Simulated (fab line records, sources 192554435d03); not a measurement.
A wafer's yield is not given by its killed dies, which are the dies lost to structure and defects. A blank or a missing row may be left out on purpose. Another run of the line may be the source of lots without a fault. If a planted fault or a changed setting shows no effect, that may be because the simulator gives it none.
fab line records	flow n5Finfet
record: lots: 24	wafers: 72	lastDay: 18
route steps=1938 shown FIN_CUT@164 STI_FIN_REVEAL@184
lots that met no fault: from a run of the same line without faults
startH: the number of hours between the record's first day and the start of the first shown wafer of the lot	waitH: hours since the lot's step before	" identical to the entry in the row above	L1.1+2: one row covering several wafers at once	- no value, or no start given	* or withheld: withheld	< > ~ a bound
route shown NAME@n: NAME is a module with steps in the file, n the number in the route of the first one	usual: the fault-free wafers' mean and standard deviation	same: alike in all rows	chamber/n: place in a boat	sites: the reading at each site	_std_site: the standard deviation of these	_edge_site: the outer-site mean with the inner-site mean subtracted	radiusMm: how far each site lies from the wafer's centre	mask NAME#n: copy n	behind: tool/chamber where the wafer was last shaped	hold: cause of the lot's hold/its duration in hours/its outcome	device: the n, p or np transistor that did not switch	end of line: tests run on the same wafers once the route is complete	a step given without rows: its recipe and nothing more	killed: at the first sort, the dies lost to defects and structure; wafer yield is something else	map: a wafer's dies, marking killed ones x, the rest . and places with no die _
set.NAME: the setting as run; set.NAME@STEP: as run at that earlier step	model.NAME: the simulator's own value behind a step, which no gauge read
route steps across a sampled set of lots; one table per step, one row per wafer
services: the hour from which a tool's chamber was out of use, counted from the record's first day as startH (under 0 if before that day), plus the number of hours and why
== steps ==
step: N5_FIN_CUT_OVL_MEAS_09
recipe: pointsPerWafer: 522
usual: FIN_CUT_OVL: 0.4/0.69
lot.wafer	tool	chamber	startH	waitH	FIN_CUT_OVL[nm]
L074.1	overlay-01	0	27.13	0.0	1.0
L074.4	"	0	"	"	0.4
L074.6	"	0	"	"	0.4
L075.2	overlay-01	0	32.38	0.0	0.1
L075.3	"	0	"	"	-1.2
L075.6	"	0	"	"	-1.4
L076.1	overlay-02	0	40.12	0.0	0.1
L076.3	"	0	"	"	1.3
L076.6	"	0	"	"	0.6
L077.2	overlay-01	0	46.89	0.0	0.7
L077.4	"	0	"	"	1.1
L077.6	"	0	"	"	0.3
L078.2	overlay-02	0	51.72	0.0	-0.1
L078.3	"	0	"	"	-0.1
L078.5	"	0	"	"	0.4
L079.1	overlay-02	0	56.88	0.0	0.9
L079.5	"	0	"	"	0.2
L079.6	"	0	"	"	0.2
L080.1	overlay-02	0	63.82	0.0	0.3
L080.3	"	0	"	"	0.7
L080.5	"	0	"	"	-0.2
L081.1	overlay-02	0	69.41	0.0	1.0
L081.2	"	0	"	"	0.5
L081.4	"	0	"	"	0.6
L082.2	overlay-01	0	74.97	0.0	0.4
L082.3	"	0	"	"	0.6
L082.4	"	0	"	"	-0.2
L083.1	overlay-01	0	82.84	0.0	-0.2
L083.5	"	0	"	"	-0.1
L083.6	"	0	"	"	0.6
L084.3	overlay-01	0	86.72	0.0	-0.2
L084.4	"	0	"	"	0.5
L084.6	"	0	"	"	0.4
L085.1	overlay-02	0	95.33	0.0	0.9
L085.3	"	0	"	"	1.2
L085.5	"	0	"	"	1.6
L086.1	overlay-01	0	99.91	0.0	1.4
L086.3	"	0	"	"	1.1
L086.6	"	0	"	"	2.0
L087.2	overlay-02	0	104.84	0.0	1.3
L087.5	"	0	"	"	0.4
L087.6	"	0	"	"	1.5
L088.1	overlay-01	0	111.15	0.0	-1.0
L088.4	"	0	"	"	-0.5
L088.5	"	0	"	"	0.6
L089.1	overlay-02	0	116.99	0.0	2.3
L089.4	"	0	"	"	0.9
L089.6	"	0	"	"	0.4
L090.3	overlay-01	0	124.22	0.0	-0.3
L090.4	"	0	"	"	0.0
L090.6	"	0	"	"	0.4
L091.2	overlay-01	0	129.96	0.0	0.5
L091.3	"	0	"	"	0.8
L091.5	"	0	"	"	-0.2
L092.1	overlay-02	0	135.76	0.0	0.7
L092.2	"	0	"	"	-0.2
L092.5	"	0	"	"	0.8
L093.3	overlay-01	0	140.53	0.0	0.6
L093.5	"	0	"	"	0.3
L093.6	"	0	"	"	0.3
L094.2	overlay-01	0	147.56	0.0	0.4
L094.3	"	0	"	"	0.0
L094.6	"	0	"	"	0.6
L095.2	overlay-02	0	153.32	0.0	-0.1
L095.5	"	0	"	"	-0.2
L095.6	"	0	"	"	-0.6
L096.4	overlay-02	0	158.41	0.0	-0.2
L096.5	"	0	"	"	-0.8
L096.6	"	0	"	"	-0.2
L097.2	overlay-02	0	166.37	0.0	-0.2
L097.3	"	0	"	"	0.4
L097.6	"	0	"	"	0.0
step: N5_FIN_CUT_CUT_ETCH_15
recipe: chemistry: HBr/Cl2/O2	target: Si	targetDepthA: 1000	btTimeS: 10	maskMaterial: SOC	timeS: 42.4	ionEnergyEv: *	biasW: *	pressureMtorr: 10	icpW: 800	HBr_flow_sccm: 150	Cl2_flow_sccm: 80	O2_flow_sccm: 12
usual: drypumpMotorCurrentA: 5.9/0.38	oesProductAu: 0.997/0.016	throttleValvePct: 37.1/0.37
lot.wafer	tool	chamber	startH	waitH	drypumpMotorCurrentA	oesProductAu	rfHoursCounterH	throttleValvePct
L074.1	rieSi-06	3	28.25	0.1	6.3	0.981	124	36.9
L074.4	"	2	"	"	6.2	0.994	9	36.3
L074.6	"	3	"	"	6.3	0.987	-	36.9
L075.2	rieSi-05	3	33.17	0.1	5.8	0.971	156	37.9
L075.3	"	1	"	"	6.2	1.008	116	37.1
L075.6	"	2	"	"	6.4	0.982	-	37.2
L076.1	rieSi-05	1	40.85	0.1	6.1	1.015	117	37.1
L076.3	"	3	"	"	5.8	0.973	156	37.9
L076.6	"	1	"	"	6.1	1.015	-	37.1
L077.2	rieSi-06	3	47.61	0.1	6.3	0.985	124	36.8
L077.4	"	1	"	"	6.2	1.008	192	37.0
L077.6	"	1	"	"	6.2	1.007	-	37.1
L078.2	rieSi-04	0	52.59	0.1	5.6	1.005	40	37.5
L078.3	"	2	"	"	5.9	0.981	140	36.8
L078.5	"	0	"	"	5.5	1.003	-	37.4
L079.1	rieSi-06	2	57.61	0.1	6.1	0.982	10	36.3
L079.5	"	1	"	"	6.2	1.003	-	37.0
L079.6	"	0	"	"	5.2	1.028	-	37.2
L080.1	rieSi-06	1	64.54	0.1	6.1	1.016	192	37.0
L080.3	"	2	"	"	6.1	0.988	10	36.3
L080.5	"	0	"	"	5.2	1.024	-	37.2
L081.1	rieSi-05	0	70.13	0.1	5.2	0.980	2	37.2
L081.2	"	1	"	"	6.2	1.010	117	37.1
L081.4	"	2	"	"	6.4	0.984	90	37.2
L082.2	rieSi-05	2	75.68	0.1	6.4	0.989	91	37.2
L082.3	"	1	"	"	6.1	1.008	117	37.1
L082.4	"	0	"	"	5.2	0.988	2	37.2
L083.1	rieSi-06	1	83.56	0.1	6.2	1.011	193	37.0
L083.5	"	2	"	"	6.2	0.990	-	36.3
L083.6	"	1	"	"	6.1	1.009	-	37.0
L084.3	rieSi-04	1	87.43	0.0	5.9	1.012	99	36.8
L084.4	"	2	"	"	5.9	0.985	141	36.7
L084.6	"	2	"	"	5.9	0.983	-	36.8
L085.1	rieSi-06	2	96.33	0.1	6.1	0.998	10	36.3
L085.3	"	0	"	"	5.2	1.024	37	37.2
L085.5	"	2	"	"	6.1	0.984	-	36.3
L086.1	rieSi-05	2	100.63	0.1	6.4	0.987	91	37.2
L086.3	"	1	"	"	6.2	1.016	118	37.1
L086.6	"	1	"	"	6.2	1.016	-	37.1
L087.2	rieSi-05	3	105.83	0.1	5.8	0.974	157	37.9
L087.5	"	3	"	"	5.8	0.975	-	37.9
L087.6	"	2	"	"	6.4	0.979	-	37.2
L088.1	rieSi-05	0	111.88	0.1	5.2	0.985	3	37.2
L088.4	"	3	"	"	5.8	0.973	157	37.9
L088.5	"	2	"	"	6.4	0.981	-	37.2
L089.1	rieSi-05	3	117.97	0.1	5.9	0.969	157	37.9
L089.4	"	2	"	"	6.3	0.983	91	37.2
L089.6	"	2	"	"	6.4	0.981	-	37.2
L090.3	rieSi-06	2	124.99	0.0	6.1	0.983	11	36.3
L090.4	"	3	"	"	6.3	0.979	125	36.8
L090.6	"	3	"	"	6.3	0.992	-	36.8
L091.2	rieSi-04	2	130.68	0.1	5.9	0.986	142	36.8
L091.3	"	0	"	"	5.6	1.001	42	37.4
L091.5	"	0	"	"	5.6	1.006	-	37.4
L092.1	rieSi-05	0	136.88	0.1	5.3	0.985	4	37.2
L092.2	"	3	"	"	5.8	0.967	158	37.9
L092.5	"	0	"	"	5.3	0.992	-	37.2
L093.3	rieSi-04	2	141.72	0.0	5.9	0.990	142	36.7
L093.5	"	3	"	"	5.7	1.015	-	36.9
L093.6	"	0	"	"	5.6	0.997	-	37.4
L094.2	rieSi-05	1	148.31	0.1	6.1	1.014	119	37.1
L094.3	"	2	"	"	6.4	0.983	92	37.2
L094.6	"	1	"	"	6.2	1.004	-	37.1
L095.2	rieSi-04	0	154.04	0.1	5.6	1.000	42	37.4
L095.5	"	0	"	"	5.6	0.998	-	37.4
L095.6	"	1	"	"	5.9	1.012	-	36.8
L096.4	rieSi-05	3	159.70	0.0	5.8	0.976	158	37.9
L096.5	"	1	"	"	6.1	1.016	-	37.1
L096.6	"	2	"	"	6.4	0.986	-	37.2
L097.2	rieSi-04	1	167.15	0.1	5.9	1.016	100	36.8
L097.3	"	2	"	"	5.9	0.986	143	36.8
L097.6	"	3	"	"	5.7	1.011	-	36.8
step: N5_FIN_CUT_STRIP_22
recipe: chemistry: N2/H2	powerW: 500	tempC: 40	pressureMtorr: 50	rfFrequencyHz: 6e+07	overashFraction: 0.3	biasPowerW: 8	h2Frac: 0.5	n2FlowSccm: 300	h2FlowSccm: 300
usual: drypumpMotorCurrentA: 5.8/0.5	oesProductAu: 0.81/0.09	rfVppV: 54.4/2.3	showerheadPlenumPTorr: 3.37/0.097	throttleValvePct: 18.8/0.45
lot.wafer	tool	chamber	startH	waitH	drypumpMotorCurrentA	oesProductAu	rfHoursCounterH	rfVppV	showerheadPlenumPTorr	throttleValvePct
L074.1	rieDiel-05	2	28.37	0.0	5.1	0.94	26	57.7	3.27	18.7
L074.4	"	3	"	"	5.8	0.76	164	53.4	3.49	19.1
L074.6	"	0	"	"	5.1	0.74	-	52.0	3.25	19.2
L075.2	rieDiel-03	0	33.29	0.0	6.1	0.91	17	55.6	3.43	19.7
L075.3	"	1	"	"	6.6	0.83	111	54.8	3.36	18.6
L075.6	"	2	"	"	5.8	0.82	-	52.9	3.41	18.4
L076.1	rieDiel-03	2	41.13	0.2	5.8	0.84	64	52.9	3.41	18.3
L076.3	"	1	"	"	6.6	0.81	113	53.6	3.36	18.5
L076.6	"	2	"	"	5.8	0.83	-	52.6	3.41	18.4
L077.2	rieDiel-05	0	47.73	0.0	5.2	0.73	150	53.3	3.25	19.2
L077.4	"	2	"	"	5.1	0.92	31	55.7	3.27	18.8
L077.6	"	3	"	"	5.8	0.75	-	54.0	3.49	19.1
L078.2	rieDiel-03	1	52.71	0.0	6.6	0.79	116	56.9	3.36	18.6
L078.3	"	2	"	"	5.8	0.84	68	53.5	3.41	18.3
L078.5	"	1	"	"	6.6	0.80	-	57.5	3.36	18.6
L079.1	rieDiel-03	0	57.84	0.2	6.1	0.89	25	55.4	3.43	19.7
L079.5	"	2	"	"	5.8	0.82	-	55.5	3.41	18.4
L079.6	"	0	"	"	6.1	0.91	-	54.3	3.43	19.7
L080.1	rieDiel-05	1	64.66	0.0	6.0	0.69	214	57.5	3.44	18.4
L080.3	"	3	"	"	5.8	0.75	174	51.6	3.49	19.1
L080.5	"	2	"	"	5.0	0.90	-	52.5	3.27	18.8
L081.1	rieDiel-05	0	70.25	0.0	5.2	0.73	156	59.4	3.25	19.2
L081.2	"	3	"	"	5.8	0.76	175	49.4	3.49	19.1
L081.4	"	2	"	"	5.0	0.91	36	55.3	3.27	18.8
L082.2	rieDiel-03	2	75.80	0.0	5.8	0.84	77	57.4	3.41	18.4
L082.3	"	0	"	"	6.1	0.87	32	53.6	3.43	19.7
L082.4	"	2	"	"	5.7	0.82	-	53.7	3.41	18.4
L083.1	rieDiel-05	0	83.68	0.0	5.1	0.70	161	56.8	3.24	19.2
L083.5	"	2	"	"	5.1	0.89	-	50.7	3.26	18.8
L083.6	"	0	"	"	5.1	0.74	-	52.5	3.25	19.2
L084.3	rieDiel-01	0	87.59	0.1	5.5	0.66	-	54.0	3.28	19.4
L084.4	"	0	"	"	5.5	0.68	-	55.6	3.28	19.4
L084.6	"	0	"	"	5.5	0.69	-	52.8	3.28	19.4
L085.1	rieDiel-03	0	96.45	0.0	6.1	0.88	36	59.0	3.42	19.7
L085.3	"	3	"	"	6.6	0.96	6	56.2	3.57	18.7
L085.5	"	3	"	"	6.6	0.96	-	52.5	3.57	18.6
L086.1	rieDiel-03	0	100.75	0.0	6.1	0.87	37	53.0	3.42	19.7
L086.3	"	2	"	"	5.8	0.81	84	52.7	3.40	18.5
L086.6	"	0	"	"	6.1	0.87	-	60.7	3.42	19.7
L087.2	rieDiel-03	3	105.95	0.0	6.6	0.95	8	56.7	3.57	18.7
L087.5	"	3	"	"	6.5	0.95	-	51.2	3.57	18.7
L087.6	"	2	"	"	5.8	0.81	-	57.1	3.40	18.4
L088.1	rieDiel-01	3	112.00	0.0	6.0	0.90	25	53.4	3.42	18.8
L088.4	"	0	"	"	5.5	1.00	-	54.7	3.28	18.9
L088.5	"	1	"	"	5.4	0.94	-	53.9	3.29	17.9
L089.1	rieDiel-05	2	118.09	0.0	5.0	0.86	50	59.7	3.26	18.8
L089.4	"	0	"	"	5.2	0.73	170	48.6	3.24	19.2
L089.6	"	3	"	"	5.8	0.75	-	57.1	3.48	19.2
L090.3	rieDiel-03	1	125.12	0.0	6.6	0.80	140	54.9	3.34	18.6
L090.4	"	3	"	"	6.5	0.94	14	50.2	3.57	18.7
L090.6	"	2	"	"	5.8	0.80	-	53.0	3.40	18.4
L091.2	rieDiel-05	0	130.80	0.0	5.1	0.73	172	52.6	3.24	19.2
L091.3	"	3	"	"	5.8	0.73	187	57.6	3.48	19.1
L091.5	"	0	"	"	5.2	0.71	-	54.4	3.24	19.2
L092.1	rieDiel-05	1	137.02	0.1	5.9	0.68	234	53.5	3.43	18.4
L092.2	"	0	"	"	5.2	0.71	175	54.9	3.24	19.2
L092.5	"	0	"	"	5.1	0.71	-	58.2	3.24	19.2
L093.3	rieDiel-03	1	141.84	0.0	6.6	0.78	143	53.3	3.34	18.6
L093.5	"	3	"	"	6.5	0.92	-	55.1	3.56	18.7
L093.6	"	2	"	"	5.8	0.79	-	54.9	3.40	18.4
L094.2	rieDiel-01	1	148.44	0.1	5.4	0.91	22	56.4	3.29	18.0
L094.3	"	2	"	"	5.3	0.98	8	53.1	3.25	18.2
L094.6	"	1	"	"	5.4	0.92	-	56.7	3.29	18.0
L095.2	rieDiel-05	0	154.16	0.0	5.1	0.70	180	55.2	3.23	19.2
L095.5	"	0	"	"	5.1	0.71	-	52.2	3.23	19.2
L095.6	"	3	"	"	5.8	0.70	-	53.0	3.48	19.2
L096.4	rieDiel-01	1	159.83	0.0	5.4	0.88	26	53.7	3.28	17.9
L096.5	"	1	"	"	5.4	0.91	-	57.2	3.29	17.9
L096.6	"	0	"	"	5.5	0.93	-	52.4	3.27	19.0
L097.2	rieDiel-03	1	167.27	0.0	6.6	0.77	152	53.9	3.34	18.6
L097.3	"	3	"	"	6.6	0.90	26	55.4	3.56	18.7
L097.6	"	1	"	"	6.6	0.76	-	59.2	3.34	18.7
step: N5_STI_FIN_REVEAL_ALD_14
recipe: material: Si3N4	targetThkA: 30	tempC: 400	aldPrecursorFamily: SiH2I2	aldCoReactant: N2/H2-plasma	pressureTorr: 2
usual: chamberPressureTorr: 2.000/0.0046	heaterPowerW: 839/78
lot.wafer	tool	chamber	startH	waitH	chamberPressureTorr	heaterPowerW
L074.1	aldSin-01	0	29.01	0.0	2.003	944
L074.4	"	1	"	"	1.995	787
L074.6	"	3	"	"	2.001	781
L075.2	aldSin-01	2	33.54	0.0	1.995	822
L075.3	"	1	"	"	1.996	807
L075.6	"	2	"	"	1.990	838
L076.1	aldSin-01	3	41.63	0.0	2.002	779
L076.3	"	1	"	"	1.995	799
L076.6	"	3	"	"	2.001	776
L077.2	aldSin-01	3	48.09	0.0	2.000	760
L077.4	"	2	"	"	1.998	838
L077.6	"	2	"	"	1.996	828
L078.2	aldSin-01	2	53.98	0.0	2.005	821
L078.3	"	1	"	"	2.001	804
L078.5	"	0	"	"	2.001	945
L079.1	aldSin-03	0	58.52	0.0	2.000	1003
L079.5	"	1	"	"	1.993	914
L079.6	"	0	"	"	2.005	1036
L080.1	aldSin-04	3	64.91	0.0	1.993	999
L080.3	"	0	"	"	1.990	768
L080.5	"	2	"	"	2.005	855
L081.1	aldSin-01	1	71.16	0.0	2.005	804
L081.2	"	3	"	"	2.004	790
L081.4	"	0	"	"	1.993	914
L082.2	aldSin-04	0	76.05	0.0	2.002	755
L082.3	"	2	"	"	1.998	854
L082.4	"	1	"	"	1.997	755
L083.1	aldSin-01	0	84.37	0.0	2.002	965
L083.5	"	2	"	"	1.999	832
L083.6	"	3	"	"	1.996	789
L084.3	aldSin-04	2	89.78	0.0	1.998	852
L084.4	"	3	"	"	1.994	979
L084.6	"	3	"	"	1.999	995
L085.1	aldSin-04	2	97.63	0.0	1.999	865
L085.3	"	0	"	"	1.997	785
L085.5	"	3	"	"	2.000	984
L086.1	aldSin-04	1	101.00	0.0	2.010	749
L086.3	"	2	"	"	1.994	826
L086.6	"	2	"	"	1.997	845
L087.2	aldSin-04	2	106.19	0.0	2.000	844
L087.5	"	1	"	"	2.007	770
L087.6	"	0	"	"	1.995	753
L088.1	aldSin-01	0	113.26	0.0	2.004	921
L088.4	"	1	"	"	2.003	794
L088.5	"	3	"	"	1.989	820
L089.1	aldSin-04	1	118.70	0.0	2.004	753
L089.4	"	3	"	"	1.996	1001
L089.6	"	2	"	"	1.997	854
L090.3	aldSin-04	3	125.36	0.0	2.003	988
L090.4	"	0	"	"	1.999	793
L090.6	"	3	"	"	1.999	1012
L091.2	aldSin-01	1	131.07	0.0	1.999	783
L091.3	"	3	"	"	2.007	801
L091.5	"	0	"	"	1.999	923
L092.1	aldSin-01	2	138.76	0.0	2.005	756
L092.2	"	3	"	"	2.000	800
L092.5	"	1	"	"	2.003	799
L093.3	aldSin-01	2	142.09	0.0	2.004	779
L093.5	"	2	"	"	1.999	766
L093.6	"	3	"	"	1.999	805
L094.2	aldSin-01	3	149.30	0.0	2.000	808
L094.3	"	0	"	"	2.005	945
L094.6	"	2	"	"	1.996	781
L095.2	aldSin-04	2	154.73	0.0	2.002	867
L095.5	"	1	"	"	2.003	789
L095.6	"	0	"	"	2.002	764
L096.4	aldSin-01	1	160.07	0.0	2.004	769
L096.5	"	1	"	"	2.006	796
L096.6	"	0	"	"	2.002	938
L097.2	aldSin-01	2	167.52	0.0	1.997	770
L097.3	"	3	"	"	1.997	830
L097.6	"	2	"	"	1.996	772
step: N5_STI_FIN_REVEAL_CMP_04
recipe: stopOn: Si3N4	tOverpolishS: 4	downForcePsi: 2	platenRpm: 54.18	postCmpClean: alkalineBrush	padVelocityMS: 1.078	targetThkNm: 131.83
usual: motorCurrentA: 8.3/0.81	overpolishRunS: 4.000/0.0091	timeToEndpointS: 101/5.6
lot.wafer	tool	chamber	startH	waitH	motorCurrentA	overpolishRunS	timeToEndpointS
L074.1	cmp-04	3	34.10	0.1	8.0	3.984	94
L074.4	"	0	"	"	6.5	3.989	103
L074.6	"	3	"	"	8.5	4.002	96
L075.3	cmp-02	1	38.62	0.1	10.0	3.991	98
L075.2	"	2	"	"	8.0	4.010	100
L075.6	"	0	"	"	8.4	4.000	107
L076.3	cmp-03	3	46.68	0.0	8.7	3.988	107
L076.1	"	0	"	"	8.5	3.991	95
L076.6	"	0	"	"	8.7	3.994	97
L077.2	cmp-04	3	53.76	0.1	8.8	4.000	101
L077.4	"	0	"	"	6.9	3.993	107
L077.6	"	2	"	"	8.6	4.001	110
L078.2	cmp-02	1	59.21	0.1	9.3	4.015	98
L078.3	"	2	"	"	8.3	3.989	96
L078.5	"	3	"	"	7.9	3.990	97
L079.1	cmp-03	3	63.64	0.1	8.2	4.015	105
L079.5	"	1	"	"	6.7	4.016	102
L079.6	"	2	"	"	10.0	4.004	107
L080.3	cmp-04	0	70.02	0.1	6.6	4.004	106
L080.1	"	1	"	"	8.7	3.994	98
L080.5	"	3	"	"	7.9	4.007	99
L081.1	cmp-04	1	76.21	0.0	8.2	4.004	103
L081.4	"	3	"	"	8.2	3.998	101
L081.2	"	0	"	"	7.1	4.007	110
L082.2	cmp-04	2	81.09	0.0	8.9	3.985	108
L082.3	"	3	"	"	7.9	4.000	99
L082.4	"	1	"	"	8.4	4.007	99
L083.1	cmp-02	0	89.44	0.1	8.4	3.990	105
L083.6	"	3	"	"	8.3	4.011	93
L083.5	"	0	"	"	7.9	4.010	101
L084.4	cmp-04	3	94.82	0.0	8.4	3.988	104
L084.3	"	2	"	"	8.2	4.015	111
L084.6	"	3	"	"	8.5	3.995	103
L085.3	cmp-03	1	102.76	0.1	6.8	4.003	100
L085.1	"	2	"	"	9.4	3.990	107
L085.5	"	3	"	"	8.7	3.988	101
L086.1	cmp-02	3	106.09	0.1	8.3	3.996	94
L086.3	"	0	"	"	8.2	4.005	105
L086.6	"	3	"	"	8.6	4.001	97
L087.2	cmp-04	3	111.27	0.1	8.3	4.000	98
L087.6	"	2	"	"	8.6	4.014	113
L087.5	"	3	"	"	8.4	4.006	99
L088.1	cmp-02	3	118.30	0.0	8.6	3.994	101
L088.4	"	0	"	"	8.4	3.988	112
L088.5	"	3	"	"	7.6	4.008	100
L089.1	cmp-04	3	123.78	0.1	8.3	3.996	94
L089.4	"	0	"	"	6.8	3.985	105
L089.6	"	2	"	"	8.4	3.997	103
L090.4	cmp-04	2	130.45	0.1	8.2	3.993	103
L090.3	"	3	"	"	8.7	4.014	95
L090.6	"	2	"	"	8.5	3.997	102
L091.3	cmp-02	2	136.11	0.0	7.7	3.988	100
L091.2	"	3	"	"	8.4	3.989	97
L091.5	"	3	"	"	8.4	4.008	96
L092.1	cmp-02	3	143.83	0.1	8.4	4.006	99
L092.2	"	1	"	"	9.8	4.013	97
L092.5	"	3	"	"	8.5	4.003	100
L093.3	cmp-02	3	147.24	0.1	8.7	4.011	98
L093.5	"	0	"	"	8.3	3.984	109
L093.6	"	1	"	"	9.8	3.980	94
L094.3	cmp-04	2	154.41	0.1	8.3	3.988	102
L094.2	"	3	"	"	8.5	3.998	93
L094.6	"	1	"	"	8.8	4.017	94
L095.2	cmp-04	3	159.84	0.1	8.4	3.988	94
L095.5	"	1	"	"	8.9	4.006	89
L095.6	"	2	"	"	8.1	4.026	102
L096.4	cmp-04	2	165.16	0.1	8.3	4.015	100
L096.5	"	1	"	"	9.2	3.999	95
L096.6	"	2	"	"	7.9	3.996	100
L097.3	cmp-03	2	172.60	0.1	9.5	3.995	105
L097.2	"	0	"	"	8.5	3.992	99
L097.6	"	1	"	"	6.7	4.003	104
step: N5_STI_FIN_REVEAL_OXIDATION_33
recipe: chemistry: O2_PLASMA_REMOTE	tempC: 150	timeS: 20	pressureMtorr: 1000	sourcePowerW: 2000	o2FlowSccm: 3000
usual: drypumpMotorCurrentA: 5.7/0.41	heaterPowerW: 154/11
lot.wafer	tool	chamber	startH	waitH	drypumpMotorCurrentA	heaterPowerW	rfHoursCounterH
L074.1	plasmaAsher-02	1	37.36	0.0	5.8	135	70
L074.4	"	0	"	"	5.1	161	-
L074.6	"	1	"	"	5.8	136	-
L075.2	plasmaAsher-02	0	42.19	0.0	5.2	160	71
L075.3	"	1	"	"	5.8	140	-
L075.6	"	1	"	"	5.8	138	-
L076.1	plasmaAsher-01	0	50.20	0.2	5.5	154	41
L076.3	"	1	"	"	6.3	170	-
L076.6	"	0	"	"	5.5	154	-
L077.2	plasmaAsher-01	1	57.16	0.0	6.2	162	42
L077.4	"	1	"	"	6.2	160	-
L077.6	"	1	"	"	6.2	169	-
L078.2	plasmaAsher-01	0	62.43	0.0	5.5	155	44
L078.3	"	0	"	"	5.5	152	-
L078.5	"	0	"	"	5.4	153	-
L079.1	plasmaAsher-02	1	67.02	0.0	5.8	138	76
L079.5	"	1	"	"	5.8	138	-
L079.6	"	0	"	"	5.2	158	-
L080.1	plasmaAsher-01	1	73.30	0.0	6.3	166	46
L080.3	"	1	"	"	6.2	167	-
L080.5	"	1	"	"	6.2	166	-
L081.1	plasmaAsher-02	0	79.65	0.0	5.1	161	78
L081.2	"	1	"	"	5.8	135	78
L081.4	"	1	"	"	5.7	137	-
L082.2	plasmaAsher-01	1	84.50	0.0	6.3	169	48
L082.3	"	1	"	"	6.2	167	-
L082.4	"	0	"	"	5.5	151	-
L083.1	plasmaAsher-01	1	92.76	0.0	6.2	165	49
L083.5	"	0	"	"	5.5	151	-
L083.6	"	1	"	"	6.2	168	-
L084.3	plasmaAsher-02	1	98.16	0.1	5.8	139	-
L084.4	"	0	"	"	5.1	155	-
L084.6	"	0	"	"	5.2	155	-
L085.1	plasmaAsher-01	0	105.98	0.0	5.5	150	52
L085.3	"	0	"	"	5.5	155	-
L085.5	"	1	"	"	6.3	164	-
L086.1	plasmaAsher-01	0	109.37	0.0	5.5	154	52
L086.3	"	0	"	"	5.5	158	-
L086.6	"	0	"	"	5.5	155	-
L087.2	plasmaAsher-01	0	114.78	0.0	5.5	150	54
L087.5	"	0	"	"	5.5	155	-
L087.6	"	1	"	"	6.2	168	-
L088.1	plasmaAsher-02	0	121.64	0.0	5.1	156	86
L088.4	"	0	"	"	5.1	156	-
L088.5	"	1	"	"	5.8	141	-
L089.1	plasmaAsher-02	1	127.30	0.0	5.8	137	87
L089.4	"	0	"	"	5.2	159	-
L089.6	"	0	"	"	5.2	159	-
L090.3	plasmaAsher-02	1	134.25	0.0	5.8	139	-
L090.4	"	0	"	"	5.1	156	-
L090.6	"	1	"	"	5.7	140	-
L091.2	plasmaAsher-01	1	139.75	0.0	6.2	168	58
L091.3	"	1	"	"	6.2	162	-
L091.5	"	0	"	"	5.5	155	-
L092.1	plasmaAsher-01	1	147.09	0.0	6.2	168	60
L092.2	"	0	"	"	5.5	154	60
L092.5	"	0	"	"	5.5	152	-
L093.3	plasmaAsher-02	1	150.74	0.0	5.7	139	-
L093.5	"	0	"	"	5.1	159	-
L093.6	"	1	"	"	5.8	137	-
L094.2	plasmaAsher-02	1	157.84	0.0	5.8	141	94
L094.3	"	1	"	"	5.8	139	-
L094.6	"	0	"	"	5.1	159	-
L095.2	plasmaAsher-02	1	163.19	0.0	5.8	142	95
L095.5	"	0	"	"	5.1	160	-
L095.6	"	1	"	"	5.8	138	-
L096.4	plasmaAsher-02	1	168.46	0.0	5.8	141	-
L096.5	"	0	"	"	5.1	159	-
L096.6	"	1	"	"	5.8	138	-
L097.2	plasmaAsher-01	1	176.06	0.1	6.3	168	66
L097.3	"	1	"	"	6.3	168	-
L097.6	"	1	"	"	6.3	163	-
== services ==
tool	chamber	startH	hours	kind
rieDiel-01	1	20.02	4.9	repair
cmp-02	-	29.04	1.4	repair
cmp-03	-	30.81	4.5	repair
cmp-02	-	31.60	3.1	repair
rieDiel-05	2	52.48	3.9	repair
cmp-04	-	62.84	2.3	repair
rieSi-06	0	74.82	4.1	repair
rieDiel-05	3	77.89	10.9	repair
rieDiel-03	0	77.97	4.1	repair
aldSin-01	-	85.25	14.0	pm
rieSi-04	1	91.15	37.1	repair
cmp-04	-	91.80	2.4	repair
cmp-02	-	99.23	0.9	repair
cmp-04	-	116.20	4.0	pm
rieDiel-05	0	118.41	3.1	repair
rieDiel-03	-	134.45	2.8	pm
rieDiel-05	-	139.00	2.8	pm
cmp-02	-	141.19	0.6	repair
cmp-04	-	142.21	8.5	pm
aldSin-04	3	148.02	13.1	repair
plasmaAsher-01	-	148.73	0.3	repair
plasmaAsher-01	-	155.41	2.2	repair
rieDiel-05	3	158.44	5.2	repair
cmp-04	-	160.03	1.2	repair
== key ==
fault none
